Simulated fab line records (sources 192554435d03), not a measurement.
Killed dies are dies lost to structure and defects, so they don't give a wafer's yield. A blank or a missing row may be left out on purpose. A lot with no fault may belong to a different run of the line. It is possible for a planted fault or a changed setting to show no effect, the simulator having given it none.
A lot that was struck, set against a sound lot / flow n5_finfet / 15 steps out of a route of 1938
Sound: these wafers, L726.1, L726.3, L726.6. The struck wafers were L716.2, L716.4. Last of all comes the cause.
At each step with rows: each side's tool, then ch and its chambers, then its first start. Under that, the readings that differ: sound wafers / struck wafers / difference of the means / sigmas: that difference in standard deviations of wafers without a fault.
alike: readings whose means differ by less than 2 such deviations, and words and numbers that are the same on both sides. not compared: withheld readings, readings that some wafer has no value for, bounds like >300 that may hide the same value, and numbers for which the record gives no deviation and whose values overlap.
Wherever a step has rows on one side only, a row that says differs or no value, or a row with sigmas, the two part there. Numbers that don't overlap but have no deviation are shown without sigmas and don't part them. A reading missing from all wafers of one side parts the sides only when that side holds two or more wafers.

first, 4 steps without rows for these wafers: N5_BEOL_M6_SOFTBAKE_06 (time 60 s); N5_BEOL_M6_EXPOSE_08 (exposes mask M6); N5_BEOL_M6_PEB_09 (peb time 60 s); N5_BEOL_M6_DEVELOP_10 (develop time 30 s).
N5_BEOL_M6_CD_MEAS_11: the cd target is 38.5 nm.
  sound on cd_sem-03 ch 0, day 14 07:02; struck on cd_sem-02 ch 0, day 11 11:53
  alike: cd_nm
N5_BEOL_M6_OVL_MEAS_12:
  sound on overlay-02 ch 0, day 14 07:04; struck on overlay-02 ch 0, day 11 11:55
  alike: M6_OVL
N5_BEOL_M6_INSPECT_13: inspects for defects (brightfield).
  struck on defect_inspect-01, day 11 11:56; sound on defect_inspect-01, day 14 07:06
  alike: raw_defect_count
N5_BEOL_M6_DESCUM_16: chemistry O2, time 7.9 s.
  sound on rie_diel-02 ch 1,2,3, day 14 07:08; struck on rie_diel-01 ch 0,3, day 11 11:58
reading=rf_vpp_V (V); sound=244.3 245.6 244.8; struck=243.2 240.9; difference=-2.8; sigmas=-2
reading=showerhead_plenum_p_Torr (Torr); sound=2.22 2.21 2.22; struck=2.08 2.06; difference=-0.15; sigmas=-2
  alike: drypump_motor_current_A, o2_flow_sccm, oes_product_au, throttle_valve_pct
  not compared: rf_hours_counter_h
N5_BEOL_M6_ETCH_61: etches SiARC in CF4, target depth 45.5 nm, time 75.8 s.
  sound on rie_diel-02 ch 1,2,3, day 14 07:10; struck on rie_diel-01 ch 0,3, day 11 12:01
reading=showerhead_plenum_p_Torr (Torr); sound=2.28 2.28 2.26; struck=2.15 2.11; difference=-0.14; sigmas=-2
  alike: drypump_motor_current_A, etch_rf_on_time_s, oes_product_au, rf_vpp_V, throttle_valve_pct
  not compared: rf_hours_counter_h
N5_BEOL_M6_ETCH_62: etches SOC in N2/H2, target depth 110 nm, overetch 22 nm, time 165 s.
  sound on rie_diel-02 ch 1,2,3, day 14 07:13; struck on rie_diel-01 ch 0,3, day 11 12:04
reading=rf_vpp_V (V); sound=527.9 526.9 529.0; struck=523.2 523.7; difference=-4.5; sigmas=-2
reading=showerhead_plenum_p_Torr (Torr); sound=2.69 2.74 2.70; struck=2.54 2.49; difference=-0.19; sigmas=-2
  alike: drypump_motor_current_A, oes_product_au, throttle_valve_pct
  not compared: rf_hours_counter_h
then, 1 step without rows for these wafers: N5_BEOL_M6_STRIP_68 (strips in N2/H2).
N5_BEOL_M6_STRIP_67: strips in CF4.
  sound on rie_diel-02 ch 1,2,3, day 14 07:22; struck on rie_diel-01 ch 0,3, day 11 12:13
reading=rf_vpp_V (V); sound=273.8 273.8 273.4; struck=270.8 269.8; difference=-3.4; sigmas=-2
reading=showerhead_plenum_p_Torr (Torr); sound=1.91 1.92 1.89; struck=1.79 1.77; difference=-0.13; sigmas=-3
  alike: drypump_motor_current_A, oes_product_au, throttle_valve_pct
  not compared: rf_hours_counter_h
N5_BEOL_M6_HM_OPEN_17: chemistry Cl2/BCl3, target TiN, target depth 20 nm, overetch 6 nm.
  sound on rie_metal-02 ch 0,1, day 14 07:25; struck on rie_metal-02 ch 0, day 11 12:15
reading=model.SOC_of_BEOL_M6_COAT_59.thk_nm (nm); sound=92 92 91.8; struck=86.4 87; difference=-5.2; sigmas=
  alike: drypump_motor_current_A, oes_product_au, throttle_valve_pct
  not compared: rf_hours_counter_h
N5_BEOL_M6_STRIP_19: strips in O2.
  sound on rie_diel-06 ch 1,3, day 14 07:33; struck on rie_diel-01 ch 0,1, day 11 12:29
reading=drypump_motor_current_A (A); sound=5.3 4.9 5.3; struck=6.0 6.8; difference=+1.2; sigmas=+2
  alike: o2_flow_sccm, oes_product_au, rf_vpp_V, showerhead_plenum_p_Torr, throttle_valve_pct
  not compared: rf_hours_counter_h
-- the record jumps here: 4 days lie between the struck wafers' starts before and after (it left off in module BEOL_M6 and takes up again in module PASSIVATION, whose first step shown is number 1936 of the route) --
N5_PASSIVATION_PROBE_49:
  record: rows for the struck wafers here (prober-02, day 15 01:08), none for the sound ones

== WHERE THEY PART ==
At N5_BEOL_M6_DESCUM_16 first; at N5_PASSIVATION_PROBE_49 last (within this record only).

WHY: what had been put in by the simulator
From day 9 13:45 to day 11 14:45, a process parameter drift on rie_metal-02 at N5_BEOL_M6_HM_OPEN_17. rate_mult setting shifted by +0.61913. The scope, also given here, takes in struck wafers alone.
